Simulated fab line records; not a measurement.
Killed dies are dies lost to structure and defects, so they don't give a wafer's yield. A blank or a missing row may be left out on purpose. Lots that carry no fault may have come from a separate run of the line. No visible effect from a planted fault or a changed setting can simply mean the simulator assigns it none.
What tool caused it? -- flow n5Finfet -- Sampling: 10 lots, 27 wafers, 5 of 1938 route steps

== WHAT THE GAUGES SHOWED, per wafer ==
N5_BEOL_M4_OVL_MEAS_29. Usual: V3_OVL -0.7 nm, standard deviation 0.73.
lot,measured,on,V3_OVL (nm),flag
L620,day 8 03:10,overlay-02,-1.1 -1.7 -0.4,
L621,day 8 22:06,overlay-01,-1.8 0.2 -0.3,
L622,day 9 01:56,overlay-01,-0.4 -0.4 -0.8,
L625,day 9 02:47,overlay-02,-1.2 -1.6 -0.7,
L627,day 9 17:59,overlay-01,-1.8 -0.8 -0.4,
L628,day 10 20:55,overlay-02,0.4 0.1 0.4,
L639,day 13 01:33,overlay-02,-1.4 -1.7,
L642,day 13 15:56,overlay-02,-0.5 -0.7 -0.9,
L641,day 14 00:05,overlay-02,0.5 -0.3,
L643,day 14 20:17,overlay-02,0.0 -1.5,

N5_BEOL_M4_RC_MEAS_101. Usual: DIBL_N 36.5 mV/V, standard deviation 2.2; DIBL_P 36.9 mV/V, standard deviation 2.9; IOFF_N 0.17 nA/um, standard deviation 0.044; IOFF_P 0.22 nA/um, standard deviation 0.052; ION_N 671 uA/um, standard deviation 16; ION_P 461 uA/um, standard deviation 10; SS_N 71.6 mV/dec, standard deviation 0.73; SS_P 73.5 mV/dec, standard deviation 0.79; VT_N 250 mV, standard deviation 4.1; VT_P -250 mV, standard deviation 4.1.
lot,measured,on,DIBL_N (mV/V),DIBL_P (mV/V),IOFF_N (nA/um),IOFF_P (nA/um),ION_N (uA/um),ION_P (uA/um),SS_N (mV/dec),SS_P (mV/dec),VT_N (mV),VT_P (mV),flag
L620,day 8 10:38,prober-01,34.2 35.1 32.4,34.7 37.1 30.0,0.12 0.13 0.09,0.16 0.19 0.10,667 674 647,455 463 440,70.9 71.0 70.4,72.1 72.9 71.1,253 252 260,-255 -254 -262,
L621,day 9 04:32,prober-02,35.9 36.7 35.2,36.2 36.3 36.0,0.15 0.15 0.14,0.21 0.20 0.21,666 656 664,459 453 461,70.7 71.3 71.9,73.0 73.7 73.2,249 250 253,-249 -252 -248,
L622,day 9 11:28,prober-01,34.2 37.0 35.7,34.5 38.1 37.1,0.11 0.16 0.13,0.18 0.22 0.21,655 655 668,451 448 463,71.1 72.2 71.2,72.1 73.3 72.9,258 250 252,-254 -252 -251,
L625,day 9 15:44,prober-02,36.2 35.3 36.0,37.7 36.1 37.1,0.19 0.17 0.16,0.27 0.24 0.24,680 671 668,476 462 467,71.6 70.7 71.7,73.3 73.0 74.0,245 249 251,-245 -247 -249,
L627,day 10 03:28,prober-01,37.2 33.1 36.8,36.5 31.3 36.6,0.16 0.11 0.16,0.25 0.18 0.24,671 648 660,462 447 462,71.9 71.2 71.2,73.6 73.2 73.8,252 255 250,-246 -248 -247,
L628,day 11 02:48,prober-01,35.8 37.1 34.8,35.2 38.6 32.0,0.14 0.16 0.13,0.19 0.24 0.14,670 652 638,454 453 436,71.9 72.5 72.4,73.4 73.8 72.6,253 248 258,-253 -250 -258,
L639,day 13 09:28,prober-02,34.6 36.5,34.3 37.3,0.13 0.18,0.16 0.20,652 669,445 453,71.5 71.7,72.7 73.7,253 245,-253 -250,
L642,day 14 05:49,prober-01,35.3 38.1 37.8,35.5 38.7 39.4,0.14 0.18 0.17,0.18 0.23 0.25,666 674 668,461 463 461,70.9 71.7 71.4,73.1 74.3 74.4,250 247 248,-252 -249 -252,
L641,day 14 06:13,prober-02,38.1 36.0,37.4 34.1,0.16 0.12,0.24 0.16,648 654,447 448,71.6 71.5,74.0 72.8,252 256,-250 -254,
L643,day 15 04:48,prober-01,40.2 42.3,42.9 44.0,0.23 0.28,0.29 0.33,669 702,456 471,72.3 73.4,74.7 75.0,248 242,-247 -243,

== EACH LOT AND THE TOOL THAT RAN IT (in order: tool; ch and the chambers of the sampled wafers; start) ==
lot,N5_BEOL_M4_STRIP_19,N5_BEOL_M4_COAT_22,N5_BEOL_M4_ETCH_77
L620,"rieDiel-06 ch 0,2,3, day 8 02:44","lithoTrack-02 ch 0, day 8 02:51","rieDiel-05 ch 0,1,2, day 8 03:17"
L621,"rieDiel-05 ch 0,3, day 8 21:33","lithoTrack-02 ch 0, day 8 21:40","rieDiel-05 ch 1,2, day 8 22:24"
L622,"rieDiel-02 ch 0,1,2, day 9 01:24","lithoTrack-03 ch 0, day 9 01:29","rieDiel-02 ch 0,1,2, day 9 02:19"
L625,"rieDiel-02 ch 0,1, day 9 02:14","lithoTrack-02 ch 0, day 9 02:22","rieDiel-02 ch 0,1,2, day 9 02:55"
L627,"rieDiel-05 ch 0,1,2, day 9 17:34","lithoTrack-02 ch 0, day 9 17:41","rieDiel-06 ch 1,2, day 9 18:07"
L628,"rieDiel-06 ch 0,2,3, day 10 20:21","lithoTrack-02 ch 0, day 10 20:28","rieDiel-06 ch 1,2,3, day 10 21:02"
L639,"rieDiel-06 ch 0,3, day 13 01:00","lithoTrack-03 ch 0, day 13 01:05","rieDiel-02 ch 1,2, day 13 01:47"
L642,"rieDiel-06 ch 1,2,3, day 13 15:24","lithoTrack-02 ch 0, day 13 15:31","rieDiel-02 ch 0,1, day 13 16:04"
L641,"rieDiel-02 ch 1,2, day 13 23:33","lithoTrack-02 ch 0, day 13 23:40","rieDiel-06 ch 0,3, day 14 00:13"
L643,"rieDiel-05 ch 2, day 14 19:43","lithoTrack-03 ch 0, day 14 19:49","rieDiel-02 ch 0,3, day 14 20:53"
- N5_BEOL_M4_STRIP_19: strips in O2.
- N5_BEOL_M4_COAT_22: resist thk 30 nm.
- N5_BEOL_M4_ETCH_77: etches underlayer in N2/H2, target depth 6.5 nm, time 5.2 s.

== WHAT THE TOOLS THEMSELVES READ (means of the sampled wafers that have a number; where no wafer has one, the mark that the record gives instead) ==
N5_BEOL_M4_STRIP_19. Usual: chamberPressureMTorr 29.996 mTorr, standard deviation 0.029; drypumpMotorCurrentA 5.6 A, standard deviation 0.51; oesProductAu 0.78 a.u., standard deviation 0.091; rfVppV 3.6 V, standard deviation 0.5; showerheadPlenumPTorr 2.11 Torr, standard deviation 0.061; throttleValvePct 16.73 %, standard deviation 0.29.
lot,tool,chamberPressureMTorr (mTorr),drypumpMotorCurrentA (A),oesProductAu (a.u.),rfVppV (V),showerheadPlenumPTorr (Torr),throttleValvePct (%),flag
L620,rieDiel-06,29.987,5.2,0.89,3.5,2.12,16.51,
L621,rieDiel-05,30.008,5.8,0.73,3.4,2.11,16.70,
L622,rieDiel-02,30.005,5.7,0.72,3.9,2.16,17.04,
L625,rieDiel-02,29.981,6.0,0.71,3.5,2.16,17.15,
L627,rieDiel-05,29.998,5.7,0.78,3.9,2.03,16.48,
L628,rieDiel-06,29.978,5.2,0.85,3.4,2.11,16.53,
L639,rieDiel-06,29.986,5.0,0.77,3.8,2.08,16.54,
L642,rieDiel-06,30.026,5.6,0.84,4.0,2.10,16.42,
L641,rieDiel-02,30.006,5.4,0.69,3.4,2.13,17.02,
L643,rieDiel-05,30.003,5.9,0.79,3.6,2.03,16.55,

N5_BEOL_M4_COAT_22. Usual: 1500.1 rpm for spinSpeedRpm, sd 0.91.
lot,tool,spinSpeedRpm (rpm),flag
L620,lithoTrack-02,1500.4,
L621,lithoTrack-02,1500.3,
L622,lithoTrack-03,1500.1,
L625,lithoTrack-02,1500.5,
L627,lithoTrack-02,1705.0,OFF
L628,lithoTrack-02,1705.9,OFF
L639,lithoTrack-03,1500.3,
L642,lithoTrack-02,1500.1,
L641,lithoTrack-02,1499.8,
L643,lithoTrack-03,1499.5,

N5_BEOL_M4_ETCH_77. Usual: chamberPressureMTorr 30.00 mTorr (standard deviation 0.041); drypumpMotorCurrentA 5.5 A (standard deviation 0.55); etchRfOnTimeS 5.29 s (standard deviation 0.18); oesProductAu 0.67 a.u. (standard deviation 0.072); rfVppV 524.2 V (standard deviation 2.4); showerheadPlenumPTorr 2.56 Torr (standard deviation 0.063); throttleValvePct 17.8 % (standard deviation 0.33).
lot,tool,chamberPressureMTorr (mTorr),drypumpMotorCurrentA (A),etchRfOnTimeS (s),oesProductAu (a.u.),rfVppV (V),showerheadPlenumPTorr (Torr),throttleValvePct (%),flag
L620,rieDiel-05,29.98,5.7,5.39,0.66,522.1,2.48,17.6,
L621,rieDiel-05,30.00,5.6,5.51,0.66,523.6,2.49,17.6,
L622,rieDiel-02,30.02,5.7,5.27,0.61,525.3,2.61,18.3,
L625,rieDiel-02,30.02,5.7,5.26,0.61,525.3,2.61,18.3,
L627,rieDiel-06,30.02,5.8,5.01,0.77,523.3,2.59,17.6,
L628,rieDiel-06,29.91,5.6,5.14,0.74,525.4,2.55,17.5,
L639,rieDiel-02,30.01,5.4,5.21,0.60,524.0,2.59,18.4,
L642,rieDiel-02,30.01,5.9,5.32,0.68,524.1,2.56,18.2,
L641,rieDiel-06,30.01,5.0,5.34,0.64,523.4,2.54,17.8,
L643,rieDiel-02,29.98,5.8,5.23,0.76,525.5,2.59,17.9,

== THE ANSWER, worked out from the rows above alone ==
Rule: lot off if the mean of its wafers having a number is beyond 3 standard deviations from the usual mean. Also off: a lot with no number at a reading for which 4 or more lots have one. The other lots that the step has rows for count as sound. The gauges are gone through in route order, then the tools' own readings, and for those a lot's mean is taken as printed above. At the first step where some lot is off, the reading lying furthest off is the one used; lots without a number count as furthest.
Off: L627, L628, at N5_BEOL_M4_COAT_22 (spinSpeedRpm).
A tool fits if, at that step or a process step before it, it ran every lot that is off, and no sound lot after the first of them. Not one of the candidates tried fits.

== WHAT WAS PUT IN BY THE SIMULATOR ==
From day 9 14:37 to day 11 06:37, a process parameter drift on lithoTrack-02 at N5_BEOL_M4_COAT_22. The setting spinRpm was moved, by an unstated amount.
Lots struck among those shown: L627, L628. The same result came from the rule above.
